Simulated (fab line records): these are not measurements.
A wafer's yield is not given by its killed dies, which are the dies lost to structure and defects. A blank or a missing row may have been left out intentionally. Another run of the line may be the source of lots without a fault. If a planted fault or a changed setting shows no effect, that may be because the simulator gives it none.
Chamber matching -- flow nand-harc -- 4 sister chambers for NHARC_A_WL_FILL_ALD_00 on ald-hk-04
The step deposits Al2O3, target thk 3 nm, pulse time 3 s, ald cycles 30. 20 wafers are shown with their chamber, then 10 later ones without.

== WAFERS PAIRED WITH THEIR CHAMBERS ==
wafer,chamber,heater-power-w (W),precursor-pulse-height-rel
L074.4,3,476,0.982
L074.5,3,468,0.985
L074.6,0,414,0.984
L075.2,2,487,1.039
L075.3,3,465,1.000
L075.5,0,409,1.006
L079.1,1,464,0.984
L079.2,2,470,0.985
L079.4,0,409,0.973
L078.1,2,494,0.985
L078.3,1,470,1.001
L078.4,0,416,1.012
L084.2,1,470,1.003
L084.5,1,470,0.992
L084.6,2,498,0.991
L087.2,3,465,1.039
L087.5,3,488,1.012
L087.6,0,427,1.010
L089.2,3,479,0.988
L089.4,0,421,0.993

SIGNATURES (means of the wafers above)
reading,chamber 0,chamber 1,chamber 2,chamber 3,scatter within a chamber
heater-power-w,416.00,468.50,487.25,473.50,8.5
precursor-pulse-height-rel,0.99633,0.99500,1.00000,1.00100,0.0191
Rule: for a wafer and a chamber, the distance is found by dividing, reading by reading, the gap between the wafer's reading and the chamber's mean by the reading's scatter, squaring, summing and taking the root. If the next closest chamber is less than 2 further off than the closest, the wafer can't be placed; otherwise it belongs to the closest. How the scatter is found: for the shown wafers, subtract from each reading the mean of its chamber, square and add these, divide the total by (wafers less chambers), then take the root.

== WAFERS WHOSE CHAMBER IS MISSING ==
wafer,heater-power-w (W),precursor-pulse-height-rel
L089.5,470,1.011
L091.3,499,0.998
L091.4,484,1.021
L091.6,497,1.001
L095.2,499,1.027
L095.4,437,1.009
L095.6,498,0.985
L096.1,517,0.976
L096.2,488,0.989
L096.3,437,1.012

== THE CHAMBER EACH PASSED THROUGH ==
wafer,from the rows above,in truth
L089.5,can't be placed: 3 or 1 or 2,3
L091.3,can't be placed: 2 or 3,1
L091.4,can't be placed: 2 or 3 or 1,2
L091.6,can't be placed: 2 or 3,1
L095.2,can't be placed: 2 or 3 or 1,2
L095.4,can't be placed: 0 or 1 or 3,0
L095.6,can't be placed: 2 or 3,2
L096.1,can't be placed: 2 or 3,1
L096.2,can't be placed: 2 or 3 or 1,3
L096.3,can't be placed: 0 or 1 or 3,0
0 of 10 placed correctly. Not placeable from these rows: 10 (in 7, the candidates include the true chamber). Placed wrongly: 0.
